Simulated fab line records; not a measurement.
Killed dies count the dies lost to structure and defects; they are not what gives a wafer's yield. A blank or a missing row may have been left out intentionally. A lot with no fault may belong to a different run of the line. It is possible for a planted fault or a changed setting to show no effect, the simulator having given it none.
Struck lot and sound lot, side by side	flow n5-finfet	14 out of 1938 route steps
Sound: wafers L216.1, L216.2, L216.5. The struck wafers were L226.2, L226.3, L226.5. The cause comes at the end.
Order at every step that has rows: each side's tool, ch and its chambers, its first start. Under that, the readings that differ: sound wafers	struck wafers	difference of the means	sigmas: that difference in standard deviations of wafers without a fault.
alike: readings whose means differ by less than 2 such deviations, and words and numbers that are the same on both sides. not compared: withheld readings, readings that some wafer has no value for, bounds like >300 that may hide the same value, and numbers for which the record gives no deviation and whose values overlap.
A row with sigmas, a row that says differs or no value, or rows on one side alone: a step with any of these is where the two part. Numbers that have no deviation but don't overlap get no sigmas and don't part them. A reading that every wafer of one side lacks parts them only if that side has two wafers or more.

N5_BEOL_M9_ILD_DEP_00: deposits SiCOH lowk from DEMS/porogen, target thk 308.51 nm, time 58 s.
  sound on pecvd-03 ch 0,1, day 9 16:51; struck on pecvd-04 ch 1,2, day 12 09:54
  alike: heater-power-outer-w, heater-power-w, showerhead-plenum-p-Torr, showerhead-vpp-V, throttle-valve-pct
N5_BEOL_M9_CURE_71: cures SiCOH lowk, time 240 s.
  sound on uv-cure-01 ch 0, day 9 16:58; struck on uv-cure-02 ch 0, day 12 10:04
reading	sound	struck	difference	sigmas
wafer_temp_C_max	385.9 386.2 387.0	387.5 390.3 387.2	+2.0	+2
  alike: lamp-power-pct
N5_BEOL_M9_THK_MEAS_01:
  struck on film-metro-02, day 12 10:29; sound on film-metro-01, day 9 17:57
reading	sound	struck	difference	sigmas
M9_ILD_THK (nm)	257 261 264	268 270 273	+10	+2
N5_BEOL_M9_PECVD_70: deposits SiO2 from TEOS/O2, target thk 20 nm, time 22.7 s.
  sound on pecvd-02 ch 0,1,2, day 9 17:59; struck on pecvd-02 ch 1,2, day 12 10:32
  alike: heater-power-outer-w, heater-power-w, showerhead-plenum-p-Torr, showerhead-vpp-V, throttle-valve-pct
N5_BEOL_M9_HM_DEP_02: deposits TiN, target thk 20 nm.
  struck on pvd-sputter-03, day 12 10:35; sound on pvd-sputter-02, day 9 18:44
  alike: throttle-valve-pct
then, 7 steps without rows for these wafers: N5_BEOL_M9_COAT_59 (time 60 s, resist thk 100 nm); N5_BEOL_M9_COAT_60 (time 60 s, resist thk 30 nm); N5_BEOL_M9_COAT_05 (resist thk 90 nm); N5_BEOL_M9_EBR_07; N5_BEOL_M9_SOFTBAKE_06 (time 60 s); N5_BEOL_M9_EXPOSE_08 (exposes mask M9); N5_BEOL_M9_PEB_09 (peb time 60 s).
N5_BEOL_M9_DEVELOP_10: develop time 30 s.
  struck on litho-track-02, day 12 11:01; sound on litho-track-02 ch 0, day 9 19:02
  no value came back on the struck wafers for chill-plate-temp-C (C), develop-time-s (s); on the sound wafers chill-plate-temp-C (C) reads 23.15 23.07 23.23
reading	sound	struck	difference	sigmas
model.CAR-ArF_of_BEOL_M9_COAT_05.thk-nm (nm)	88.2 88.2 88.2	89.8 90.2 90	+1.8	
N5_BEOL_M9_CD_MEAS_11: the cd target is 64.1 nm.
  sound on cd-sem-01 ch 0, day 9 19:06; struck on cd-sem-02 ch 0, day 12 11:05
reading	sound	struck	difference	sigmas
cd-nm (nm)	63.3 62.8 63.3	- - -	no value on the struck wafers	

WHERE THEY PART
Earliest at N5_BEOL_M9_CURE_71; latest, in this record, at N5_BEOL_M9_CD_MEAS_11.

WHY: whatever the simulator had introduced
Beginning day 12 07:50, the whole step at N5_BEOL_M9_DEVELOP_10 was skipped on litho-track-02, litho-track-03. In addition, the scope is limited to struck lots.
